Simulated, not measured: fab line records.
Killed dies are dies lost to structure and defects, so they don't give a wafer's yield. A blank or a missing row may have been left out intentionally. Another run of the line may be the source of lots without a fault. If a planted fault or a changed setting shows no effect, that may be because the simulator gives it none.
Matching of chambers :: flow nand harc :: cmp-01 running NHARC_P_CONTACT_CMP_24: 4 sister chambers
The step polishes, t overpolish 30 s, target thk 200 nm. 16 wafers are shown with their chamber, then 7 later ones without.

## WAFERS PAIRED WITH THEIR CHAMBERS
wafer: L569.1
chamber: 0
motor current A (A): 10.9
time to endpoint s (s): 36
overpolish run s (s): 30.002

wafer: L569.2
chamber: 1
motor current A (A): 9.7
time to endpoint s (s): 41
overpolish run s (s): 29.987

wafer: L569.6
chamber: 0
motor current A (A): 10.5
time to endpoint s (s): 36
overpolish run s (s): 29.994

wafer: L570.1
chamber: 0
motor current A (A): 11.1
time to endpoint s (s): 36
overpolish run s (s): 30.010

wafer: L570.4
chamber: 1
motor current A (A): 9.7
time to endpoint s (s): 45
overpolish run s (s): 29.986

wafer: L570.5
chamber: 0
motor current A (A): 11.2
time to endpoint s (s): 36
overpolish run s (s): 29.992

wafer: L582.1
chamber: 2
motor current A (A): 11.4
time to endpoint s (s): 39
overpolish run s (s): 29.999

wafer: L582.3
chamber: 3
motor current A (A): 10.7
time to endpoint s (s): 37
overpolish run s (s): 30.017

wafer: L587.2
chamber: 3
motor current A (A): 11.5
time to endpoint s (s): 35
overpolish run s (s): 29.989

wafer: L587.4
chamber: 2
motor current A (A): 12.1
time to endpoint s (s): 36
overpolish run s (s): 29.996

wafer: L587.6
chamber: 0
motor current A (A): 11.6
time to endpoint s (s): 37
overpolish run s (s): 30.021

wafer: L588.1
chamber: 2
motor current A (A): 12.0
time to endpoint s (s): 35
overpolish run s (s): 29.994

wafer: L588.2
chamber: 3
motor current A (A): 11.4
time to endpoint s (s): 35
overpolish run s (s): 30.008

wafer: L588.5
chamber: 2
motor current A (A): 12.0
time to endpoint s (s): 36
overpolish run s (s): 29.994

wafer: L589.1
chamber: 1
motor current A (A): 9.9
time to endpoint s (s): 45
overpolish run s (s): 29.983

wafer: L589.2
chamber: 2
motor current A (A): 11.8
time to endpoint s (s): 35
overpolish run s (s): 30.010

SIGNATURES (means of the wafers above)
reading: motor current A
chamber 0: 11.060
chamber 1: 9.767
chamber 2: 11.860
chamber 3: 11.200
scatter within a chamber: 0.338

reading: time to endpoint s
chamber 0: 36.20
chamber 1: 43.67
chamber 2: 36.20
chamber 3: 35.67
scatter within a chamber: 1.44

reading: overpolish run s
chamber 0: 30.00380
chamber 1: 29.98533
chamber 2: 29.99860
chamber 3: 30.00467
scatter within a chamber: 0.00987
Rule: distance of a wafer from a chamber = root of the sum over the readings of ((wafer's reading minus chamber's mean) / reading's scatter) squared. If the next closest chamber is less than 2 further off than the closest, the wafer can't be placed; otherwise it belongs to the closest. The scatter: take each reading less its chamber's mean, square it, sum over the shown wafers, divide by the number of wafers less the number of chambers, and take the root.

## WAFERS MISSING THEIR CHAMBER
wafer: L589.3
motor current A (A): 11.8
time to endpoint s (s): 32
overpolish run s (s): 29.995

wafer: L591.1
motor current A (A): 11.9
time to endpoint s (s): 36
overpolish run s (s): 30.014

wafer: L591.4
motor current A (A): 9.6
time to endpoint s (s): 43
overpolish run s (s): 30.005

wafer: L591.6
motor current A (A): 11.8
time to endpoint s (s): 33
overpolish run s (s): 29.996

wafer: L592.1
motor current A (A): 10.8
time to endpoint s (s): 33
overpolish run s (s): 30.008

wafer: L592.3
motor current A (A): 9.8
time to endpoint s (s): 40
overpolish run s (s): 30.004

wafer: L592.5
motor current A (A): 11.9
time to endpoint s (s): 34
overpolish run s (s): 30.005

## WHICH CHAMBER EACH WENT THROUGH
wafer: L589.3
from the rows above: can't be placed: 2 or 3 or 0
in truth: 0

wafer: L591.1
from the rows above: can't be placed: 2 or 3 or 0
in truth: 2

wafer: L591.4
from the rows above: 1
in truth: 1

wafer: L591.6
from the rows above: can't be placed: 2 or 3 or 0
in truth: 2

wafer: L592.1
from the rows above: can't be placed: 3 or 0 or 2
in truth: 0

wafer: L592.3
from the rows above: can't be placed: 1 or 0 or 3
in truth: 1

wafer: L592.5
from the rows above: can't be placed: 2 or 3 or 0
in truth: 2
Correctly placed: 1 of 7. Unplaceable from these rows: 6, with the true chamber sitting among the candidates in 6. Number placed wrongly: 0.
